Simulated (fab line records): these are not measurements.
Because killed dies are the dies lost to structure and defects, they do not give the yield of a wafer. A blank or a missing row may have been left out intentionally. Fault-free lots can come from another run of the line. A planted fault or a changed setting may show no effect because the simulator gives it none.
Which tool is to blame? ; flow n5_finfet ; 11 lots with 33 wafers sampled at 4 steps, on a route of 1938 steps

## WHAT THE GAUGES READ, wafer by wafer
N5_HKMG_FIN_OVL_MEAS_50.
lot;measured;on;NDIPOLE_OVL (nm)
L724;day 3 23:10;overlay-02;0.8 0.5 0.2
L725;day 4 05:55;overlay-01;1.1 1.1 1.6
L726;day 4 13:44;overlay-01;-0.3 0.7 0.5
L728;day 5 02:44;overlay-01;-0.7 -0.2 -0.6
L731;day 5 19:02;overlay-02;0.2 0.7 0.2
L732;day 6 02:05;overlay-01;-0.7 -0.9 0.8
L733;day 6 15:16;overlay-02;-0.4 0.3 0.3
L739;day 7 17:44;overlay-02;1.2 0.1 1.7
L742;day 8 17:16;overlay-02;-0.4 0.2 -0.6
L743;day 8 19:02;overlay-02;0.5 0.6 1.0
L747;day 9 18:37;overlay-01;1.0 0.4 0.2

## EACH LOT AND THE TOOL THAT RAN IT (in order: tool; ch and the chambers of the sampled wafers; start)
lot;N5_SDB_CUT_ETCH_26;N5_SDB_CMP_30;N5_DUMMY_REMOVAL_PRECLEAN_08
L724;rie_si-02 ch 0,2,3, day 3 18:20;cmp-04 ch 0,1,2, day 3 21:15;remote_plasma-02 ch 0, day 3 21:52
L725;rie_si-02 ch 1,2,3, day 4 01:08;cmp-01 ch 0,3, day 4 04:10;remote_plasma-01 ch 1, day 4 04:45
L726;rie_si-02 ch 1,2,3, day 4 08:34;cmp-01 ch 0,3, day 4 11:30;remote_plasma-01 ch 0, day 4 12:12
L728;rie_si-06 ch 1,2, day 4 21:56;cmp-04 ch 0,2,3, day 5 00:52;remote_plasma-02 ch 0, day 5 01:29
L731;rie_si-02 ch 0,1,3, day 5 14:20;cmp-03 ch 0,3, day 5 17:15;remote_plasma-02 ch 0, day 5 17:52
L732;rie_si-02 ch 0,2,3, day 5 21:09;cmp-03 ch 0,1,3, day 6 00:08;remote_plasma-02 ch 0, day 6 00:39
L733;rie_si-04 ch 0,2,3, day 6 10:28;cmp-01 ch 2,3, day 6 13:25;remote_plasma-01 ch 0, day 6 13:58
L739;rie_si-04 ch 1,2,3, day 7 12:22;cmp-01 ch 0,1,2, day 7 15:44;remote_plasma-02 ch 0, day 7 16:19
L742;rie_si-06 ch 0,1,2, day 8 12:25;cmp-03 ch 0,1,3, day 8 15:23;remote_plasma-02 ch 0, day 8 15:57
L743;rie_si-06 ch 0,1,3, day 8 14:06;cmp-03 ch 0,1,2, day 8 17:11;remote_plasma-02 ch 1, day 8 17:47
L747;rie_si-06 ch 0,2, day 9 13:38;cmp-03 ch 2,3, day 9 16:34;remote_plasma-01 ch 1, day 9 17:16
- N5_SDB_CUT_ETCH_26: etches Si in HBr/Cl2/O2, target depth 129.6 nm, bt time 20 s, time 51.8 s.
- N5_SDB_CMP_30: polishes, stops on poly-Si, t overpolish 1.54 s, target thk 30 nm.
- N5_DUMMY_REMOVAL_PRECLEAN_08: cleans in NF3:NH3, afs cycles 2, time 20 s, sublimation time 60 s.

## THE ANSWER, worked out from the rows above alone
Rule: the lots themselves supply what counts as usual. The widest of any qualifying gaps counts: lots, ordered by their means at a reading, are off when they make up no more than a third of the lots, leave a main group of 4 or more, and stand apart from it by 3 or more times the standard deviation of that group's means. Not used: any main group whose means are identical at the precision the tables above print for the reading. Also off: a lot with no number at a reading for which 4 or more lots have one. All remaining lots with rows at the step are treated as sound.
None of the lots is off at any reading shown; this tells nothing.

## WHAT THE SIMULATOR HAD INSERTED
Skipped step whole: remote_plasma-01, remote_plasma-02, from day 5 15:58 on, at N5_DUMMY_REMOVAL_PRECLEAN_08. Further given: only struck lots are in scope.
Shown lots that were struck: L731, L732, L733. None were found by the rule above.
